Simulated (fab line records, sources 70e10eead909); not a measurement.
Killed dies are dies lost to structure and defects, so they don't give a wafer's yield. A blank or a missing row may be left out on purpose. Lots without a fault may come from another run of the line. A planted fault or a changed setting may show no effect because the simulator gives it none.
Chamber matching | flow nand_harc | NHARC_A_CONTACT_DEP_58 on pecvd-02: 3 sister chambers
The step deposits SiON, target thk 60 nm. 22 wafers are shown with their chamber, then 11 later ones without.

WAFERS WITH THEIR CHAMBER
wafer  | chamber | heater_power_w (W)
L077.1 | 2       | 817
L077.5 | 1       | 747
L077.6 | 2       | 812
L075.1 | 1       | 761
L075.2 | 2       | 732
L075.4 | 2       | 726
L082.1 | 1       | 774
L082.3 | 2       | 831
L082.6 | 0       | 818
L083.4 | 0       | 754
L083.5 | 1       | 726
L083.6 | 2       | 853
L086.2 | 1       | 811
L086.5 | 1       | 805
L086.6 | 0       | 772
L091.1 | 2       | 753
L091.3 | 0       | 831
L091.6 | 2       | 771
L090.1 | 2       | 784
L090.5 | 2       | 780
L090.6 | 1       | 740
L093.1 | 2       | 808

SIGNATURES (means of the wafers above)
reading        | chamber 0 | chamber 1 | chamber 2 | scatter within a chamber
heater_power_w | 793.75    | 766.29    | 787.91    | 37.5
Rule: a wafer's distance from a chamber is the root of the sum, over the readings, of the square of ((its reading less the chamber's mean) divided by the reading's scatter). The wafer belongs to the nearest chamber; if the next one is less than 2 further off, it can't be placed. The scatter: the root of (the sum of the squares of (reading less its chamber's mean) over the shown wafers, divided by (wafers less chambers)).

WAFERS WITHOUT THEIR CHAMBER
wafer  | heater_power_w (W)
L093.2 | 678
L093.4 | 790
L094.2 | 771
L094.3 | 724
L094.6 | 821
L092.1 | 810
L092.5 | 834
L092.6 | 830
L096.3 | 780
L096.4 | 817
L096.6 | 781

WHICH CHAMBER EACH WENT THROUGH
wafer  | from the rows above          | in truth
L093.2 | can't be placed: 1 or 2 or 0 | 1
L093.4 | can't be placed: 2 or 0 or 1 | 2
L094.2 | can't be placed: 1 or 2 or 0 | 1
L094.3 | can't be placed: 1 or 2 or 0 | 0
L094.6 | can't be placed: 0 or 2 or 1 | 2
L092.1 | can't be placed: 0 or 2 or 1 | 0
L092.5 | can't be placed: 0 or 2 or 1 | 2
L092.6 | can't be placed: 0 or 2 or 1 | 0
L096.3 | can't be placed: 2 or 1 or 0 | 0
L096.4 | can't be placed: 0 or 2 or 1 | 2
L096.6 | can't be placed: 2 or 0 or 1 | 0
Placed correctly: 0 of 11. Can't be placed from these rows: 11 (the true chamber is among the candidates in 11). Placed wrongly: 0.
